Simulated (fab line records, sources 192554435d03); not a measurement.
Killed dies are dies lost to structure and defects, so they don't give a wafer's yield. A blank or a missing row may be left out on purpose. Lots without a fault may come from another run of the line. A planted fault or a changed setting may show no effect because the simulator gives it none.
A struck lot beside a sound one | flow n5_finfet | 16 steps out of a route of 1938
Sound: wafers L126.2, L126.4, L126.5. Struck: wafers L125.3, L125.5. The cause comes at the end.
At each step with rows: each side's tool, then ch and its chambers, then its first start. Under that, the readings that differ: sound wafers | struck wafers | difference of the means | sigmas: that difference in standard deviations of wafers without a fault.
alike: readings whose means differ by less than 2 such deviations, and words and numbers that are the same on both sides. not compared: withheld readings, readings that some wafer has no value for, bounds like >300 that may hide the same value, and numbers for which the record gives no deviation and whose values overlap.
The two part at a step that has a row with sigmas, a row that says differs or no value, or rows on one side only. Numbers that don't overlap but have no deviation are shown without sigmas and don't part them. A reading that every wafer of one side lacks parts them only if that side has two wafers or more.

first, 7 steps without rows for these wafers: N5_BEOL_M3_COAT_76 (time 60 s, resist thk 5 nm); N5_BEOL_M3_COAT_22 (resist thk 30 nm); N5_BEOL_M3_EBR_24; N5_BEOL_M3_SOFTBAKE_23 (time 60 s); N5_BEOL_M3_EXPOSE_25 (exposes mask V2, defocus 5 nm); N5_BEOL_M3_PEB_26 (peb time 60 s); N5_BEOL_M3_DEVELOP_27 (develop time 30 s).
N5_BEOL_M3_CD_MEAS_28: target cd 25.7 nm, target cd y 23.3 nm.
  sound on cd_sem-01 ch 0, day 11 08:33; struck on cd_sem-02 ch 0, day 11 05:31
  reading    | sound             | struck      | difference | sigmas
  cd_nm (nm) | 25.47 25.29 25.32 | 26.10 25.89 | +0.64      | +3
N5_BEOL_M3_OVL_MEAS_29:
  sound on overlay-02 ch 0, day 11 08:35; struck on overlay-02 ch 0, day 11 05:34
  alike: V2_OVL
N5_BEOL_M3_INSPECT_30: inspects for defects (brightfield).
  sound on defect_inspect-02, day 11 08:38; struck on defect_inspect-01, day 11 05:36
  alike: raw_defect_count
N5_BEOL_M3_DESCUM_33: chemistry O2, time 7 s.
  sound on rie_diel-02 ch 1,2,3, day 11 08:43; struck on rie_diel-01 ch 0,2, day 11 05:38
  alike: chamber_pressure_mTorr, drypump_motor_current_A, oes_product_au, rf_vpp_V, showerhead_plenum_p_Torr, temp_c, throttle_valve_pct
  not compared: rf_hours_counter_h
N5_BEOL_M3_ETCH_77: etches underlayer in N2/H2, target depth 6.5 nm, time 5.2 s.
  sound on rie_diel-02 ch 1,2,3, day 11 08:45; struck on rie_diel-01 ch 0,2, day 11 05:40
  alike: bias_w, chamber_pressure_mTorr, drypump_motor_current_A, etch_rf_on_time_s, oes_product_au, rf_vpp_V, showerhead_plenum_p_Torr, throttle_valve_pct
  not compared: rf_hours_counter_h
N5_BEOL_M3_ETCH_69: etches SiARC in CF4, target depth 15.6 nm, time 26 s.
  sound on rie_diel-02 ch 1,2,3, day 11 08:46; struck on rie_diel-01 ch 0,2, day 11 05:41
  reading               | sound             | struck      | difference | sigmas
  bias_w (W)            | 35.86 35.88 35.92 | 36.06 36.12 | +0.20      | +2
  etch_rf_on_time_s (s) | 27.2 26.0 26.3    | 19.7 19.8   | -6.8       | -11
  oes_product_au (a.u.) | 0.55 0.63 0.60    | 0.72 0.78   | +0.16      | +2
  alike: chamber_pressure_mTorr, drypump_motor_current_A, rf_vpp_V, showerhead_plenum_p_Torr, throttle_valve_pct
  not compared: rf_hours_counter_h
N5_BEOL_M3_ALD_98: deposits SiO2, target thk 2.5 nm, pulse time 1 s, co reactant pulse time 1 s.
  sound on ald_sin-03 ch 0,1,3, day 11 08:58; struck on ald_sin-03 ch 1,3, day 11 05:46
  alike: heater_power_w, precursor_pulse_height_rel, susceptor_temp_C
N5_BEOL_M4_RC_MEAS_101:
  sound on prober-01 ch 0, day 12 10:20; struck on prober-01 ch 0, day 12 07:46
  reading   | sound       | struck  | difference | sigmas
  VT_N (mV) | 243 244 244 | 250 251 | +7         | +2
  alike: DIBL_N, DIBL_P, IOFF_N, IOFF_P, ION_N, ION_P, SS_N, SS_P, VT_P
N5_PASSIVATION_PROBE_49:
  the record has rows for the sound wafers here (prober-02, day 16 23:14) and none for the struck ones

WHERE THEY PART
First at N5_BEOL_M3_CD_MEAS_28; last, within this record, at N5_PASSIVATION_PROBE_49.

WHY: what the simulator had put in
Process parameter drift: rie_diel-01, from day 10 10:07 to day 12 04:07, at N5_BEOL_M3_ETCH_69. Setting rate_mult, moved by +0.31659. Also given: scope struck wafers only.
